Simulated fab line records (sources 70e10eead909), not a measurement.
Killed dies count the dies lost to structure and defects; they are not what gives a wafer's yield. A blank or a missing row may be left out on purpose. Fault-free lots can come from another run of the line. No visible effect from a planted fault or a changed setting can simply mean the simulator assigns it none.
A struck lot beside a sound one    flow nandHarc    44 out of 1159 route steps
Sound: these wafers, L271.4, L271.5, L271.6. The struck wafers were L283.1, L283.3, L283.6. The cause is named last.
At each step with rows: each side's tool, then ch and its chambers, then its first start. Under that, the readings that differ: sound wafers    struck wafers    difference of the means    sigmas: that difference in standard deviations of wafers without a fault.
alike: readings whose means differ by less than 2 such deviations, and words and numbers that are the same on both sides. not compared: withheld readings, readings that some wafer has no value for, bounds like >300 that may hide the same value, and numbers for which the record gives no deviation and whose values overlap.
Wherever a step has rows on one side only, a row that says differs or no value, or a row with sigmas, the two part there. Numbers that have no deviation but don't overlap get no sigmas and don't part them. A reading missing from all wafers of one side parts the sides only when that side holds two or more wafers.

first, 2 steps without rows for these wafers: NHARC_P_STI_PRECLEAN_32 (cleans in SC1); NHARC_P_STI_SRD_23.
NHARC_P_STI_OCD_MEAS_43:
  struck on ocd-02, day 7 18:05; sound on ocd-01, day 4 18:43
  alike: trenchDepthNm, trenchFootCdNm
then, 3 steps without rows for these wafers: NHARC_P_STI_OXIDE_33 (material SiO2, target thk 10 nm, ox time 281 s); NHARC_P_STI_HDPCVD_20 (deposits SiO2); NHARC_P_STI_ANNEAL_34 (time 1800 s).
NHARC_P_STI_CMP_21: polishes, t overpolish 20 s, target thk 380.67 nm.
  sound on cmp-01 ch 2,3, day 5 06:20; struck on cmp-03 ch 1,2, day 8 14:01
  alike: motorCurrentA, overpolishRunS
then, 4 steps without rows for these wafers: NHARC_P_STI_SRD_35; NHARC_P_STI_ETCH_36 (etches SiO2 in dHF, target depth 38.8 nm); NHARC_P_STI_STRIP_24 (strips Si3N4 in H3PO4); NHARC_P_STI_ETCH_37 (etches SiO2 in dHF, target depth 11 nm).
NHARC_P_STI_PRECLEAN_38: cleans in SC1.
  sound on wetBench-04 ch 1,2,6, day 5 06:44; struck on wetBench-04 ch 0,4,6, day 8 14:27
  alike: bathGuardTempC, h2o2FlowMLMin
then, 2 steps without rows for these wafers: NHARC_P_STI_SRD_39; NHARC_P_STI_OXIDE_40 (material SiO2, target thk 10 nm, ox time 1362 s).
NHARC_P_STI_INSPECT_25:
  struck on defectInspect-01, day 9 00:41; sound on defectInspect-01, day 5 14:48
reading         sound        struck       difference  sigmas
rawDefectCount  157 141 118  693 669 669  +538        +6
then, 12 steps without rows for these wafers: NHARC_P_GATE_ETCH_69 (etches SiO2 in dHF, target depth 14 nm); NHARC_P_GATE_PRECLEAN_70 (cleans in SC1); NHARC_P_GATE_SRD_01; NHARC_P_GATE_OXIDE_02 (material SiO2, target thk 37.5 nm, ox time 365 s); NHARC_P_GATE_DEHYDRATE_03 (time 120 s); NHARC_P_GATE_HMDS_04 (time 30 s); NHARC_P_GATE_COAT_05; NHARC_P_GATE_SOFTBAKE_06 (time 95 s); NHARC_P_GATE_EBR_07; NHARC_P_GATE_EXPOSE_08 (exposes mask P HV); NHARC_P_GATE_PEB_09 (peb time 85 s); NHARC_P_GATE_DEVELOP_10 (time 70 s).
NHARC_P_GATE_CD_MEAS_11: target cd 1640 nm.
  sound on cdSem-02 ch 0, day 5 23:05; struck on cdSem-02 ch 0, day 9 09:50
  alike: cdNm
then, 1 step without rows for these wafers: NHARC_P_GATE_HARDBAKE_12 (time 80 s).
NHARC_P_GATE_DESCUM_13: chemistry O2, time 3 s.
  sound on rieDiel-12 ch 0,1,3, day 5 23:17; struck on rieDiel-13 ch 0,1,3, day 9 10:00
  alike: drypumpMotorCurrentA, oesProductAu, rfVppV, showerheadPlenumPTorr, throttleValvePct
  not compared: rfHoursCounterH
then, 6 steps without rows for these wafers: NHARC_P_GATE_ETCH_14 (etches SiO2 in dHF, target depth 48.8 nm); NHARC_P_GATE_STRIP_15 (strips in SPM, time 780 s); NHARC_P_GATE_PRECLEAN_71 (cleans in SC1); NHARC_P_GATE_SRD_72; NHARC_P_GATE_OXIDE_16 (material SiO2, target thk 3 nm, ox time 392 s); NHARC_P_GATE_CVD_17 (deposits poly-Si, target thk 150 nm, time 900 s).
NHARC_P_GATE_HM_DEP_102: deposits aC, target thk 120 nm.
  sound on aclDep-01 ch 0, day 6 12:34; struck on aclDep-02 ch 0, day 9 23:37
  alike: throttleValvePct
NHARC_P_GATE_DEP_103: deposits SiON, target thk 30 nm.
  sound on pecvd-02 ch 0,1,2, day 6 13:02; struck on pecvd-04 ch 0,2, day 10 00:16
  alike: heaterPowerW
then, 3 steps without rows for these wafers: NHARC_P_GATE_DEHYDRATE_18 (time 120 s); NHARC_P_GATE_HMDS_19 (time 30 s); NHARC_P_GATE_COAT_20 (resist thk 90 nm).
NHARC_P_GATE_INSPECT_28:
  struck on defectInspect-02, day 10 01:04; sound on defectInspect-02, day 6 13:37
reading         sound   struck       difference  sigmas
rawDefectCount  3 6 12  426 411 404  +407        +99 or more
NHARC_P_GATE_INSPECT_68:
  struck on defectInspect-01, day 10 19:55; sound on defectInspect-01, day 7 08:29
reading         sound        struck       difference  sigmas
rawDefectCount  161 160 116  618 619 583  +461        +6
-- record jumps: 14 days between struck wafers' starts before vs after; left off in module P_GATE, resumes in module END, first step shown is number 1159 of the route --
NHARC_END_SORT_01:
  only the struck wafers appear in the record here, on prober-02 ch 0 at day 25 02:33; the sound ones have no rows

## WHERE THEY PART
Last at NHARC_END_SORT_01 as far as this record goes, first at NHARC_P_STI_INSPECT_25.

WHY: what had been put in by the simulator
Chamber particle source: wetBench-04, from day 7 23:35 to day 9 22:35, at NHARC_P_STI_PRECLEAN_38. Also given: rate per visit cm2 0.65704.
